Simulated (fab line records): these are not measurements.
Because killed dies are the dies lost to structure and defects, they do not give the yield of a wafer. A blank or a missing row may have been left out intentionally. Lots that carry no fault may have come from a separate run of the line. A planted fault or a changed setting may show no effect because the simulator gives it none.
Chamber matching + flow nandHarc + NHARC_A_CHANNEL_HOLE_D1_ETCH_44 on rieDiel-12: 4 sister chambers
The step etches the open film in CF4/O2, target depth 140 nm, overetch 14 nm, time 77 s. 20 wafers are shown with their chamber, then 10 later ones without.

== WAFERS PAIRED WITH THEIR CHAMBERS ==
| wafer  | chamber | showerheadPlenumPTorr (Torr) | drypumpMotorCurrentA (A) | rfVppV (V) |
|--------|---------|------------------------------|--------------------------|------------|
| L183.2 | 1       | 1.31                         | 5.7                      | 197.4      |
| L183.3 | 2       | 1.38                         | 5.3                      | 200.8      |
| L183.5 | 3       | 1.26                         | 5.9                      | 195.8      |
| L184.1 | 3       | 1.26                         | 5.9                      | 196.6      |
| L184.3 | 2       | 1.38                         | 5.3                      | 198.7      |
| L184.4 | 2       | 1.38                         | 5.3                      | 197.6      |
| L185.2 | 2       | 1.38                         | 5.3                      | 199.6      |
| L185.4 | 1       | 1.31                         | 5.7                      | 198.3      |
| L185.5 | 2       | 1.38                         | 5.3                      | 199.2      |
| L186.1 | 2       | 1.38                         | 5.3                      | 198.6      |
| L186.5 | 3       | 1.26                         | 5.9                      | 196.8      |
| L186.6 | 0       | 1.31                         | 6.3                      | 197.8      |
| L190.1 | 3       | 1.26                         | 6.0                      | 195.0      |
| L190.3 | 2       | 1.38                         | 5.3                      | 199.0      |
| L190.6 | 2       | 1.38                         | 5.3                      | 200.8      |
| L191.2 | 2       | 1.38                         | 5.3                      | 198.3      |
| L191.3 | 0       | 1.31                         | 6.3                      | 197.3      |
| L191.6 | 0       | 1.31                         | 6.3                      | 198.6      |
| L188.1 | 0       | 1.30                         | 6.3                      | 195.9      |
| L188.3 | 3       | 1.26                         | 5.9                      | 196.3      |

SIGNATURES (means of the wafers above)
| reading               | chamber 0 | chamber 1 | chamber 2 | chamber 3 | scatter within a chamber |
|-----------------------|-----------|-----------|-----------|-----------|--------------------------|
| showerheadPlenumPTorr | 1.3075    | 1.3100    | 1.3800    | 1.2600    | 0.00217                  |
| drypumpMotorCurrentA  | 6.300     | 5.700     | 5.300     | 5.920     | 0.0224                   |
| rfVppV                | 197.400   | 197.850   | 199.178   | 196.100   | 0.989                    |
Rule: a wafer lies at a distance from a chamber equal to the root of the sum of squares, over the readings, of (its reading less the chamber's mean, divided by the reading's scatter). The wafer belongs to the nearest chamber; if the next one is less than 2 further off, it can't be placed. The scatter: the root of (the sum of the squares of (reading less its chamber's mean) over the shown wafers, divided by (wafers less chambers)).

== WAFERS WHOSE CHAMBER IS MISSING ==
| wafer  | showerheadPlenumPTorr (Torr) | drypumpMotorCurrentA (A) | rfVppV (V) |
|--------|------------------------------|--------------------------|------------|
| L188.5 | 1.31                         | 5.7                      | 197.6      |
| L199.1 | 1.26                         | 5.9                      | 194.7      |
| L199.3 | 1.30                         | 6.3                      | 198.9      |
| L199.5 | 1.38                         | 5.3                      | 197.6      |
| L201.1 | 1.38                         | 5.3                      | 198.7      |
| L201.5 | 1.30                         | 6.3                      | 197.3      |
| L201.6 | 1.31                         | 5.7                      | 198.2      |
| L203.1 | 1.38                         | 5.3                      | 197.8      |
| L203.2 | 1.26                         | 5.9                      | 196.0      |
| L203.3 | 1.31                         | 5.7                      | 197.7      |

== CHAMBER TAKEN BY EACH ==
| wafer  | from the rows above | in truth |
|--------|---------------------|----------|
| L188.5 | 1                   | 1        |
| L199.1 | 3                   | 3        |
| L199.3 | 0                   | 0        |
| L199.5 | 2                   | 2        |
| L201.1 | 2                   | 2        |
| L201.5 | 0                   | 0        |
| L201.6 | 1                   | 1        |
| L203.1 | 2                   | 2        |
| L203.2 | 3                   | 3        |
| L203.3 | 1                   | 1        |
Correctly placed: 10 of 10. Left unplaced by these rows: 0. Placed wrongly: 0.
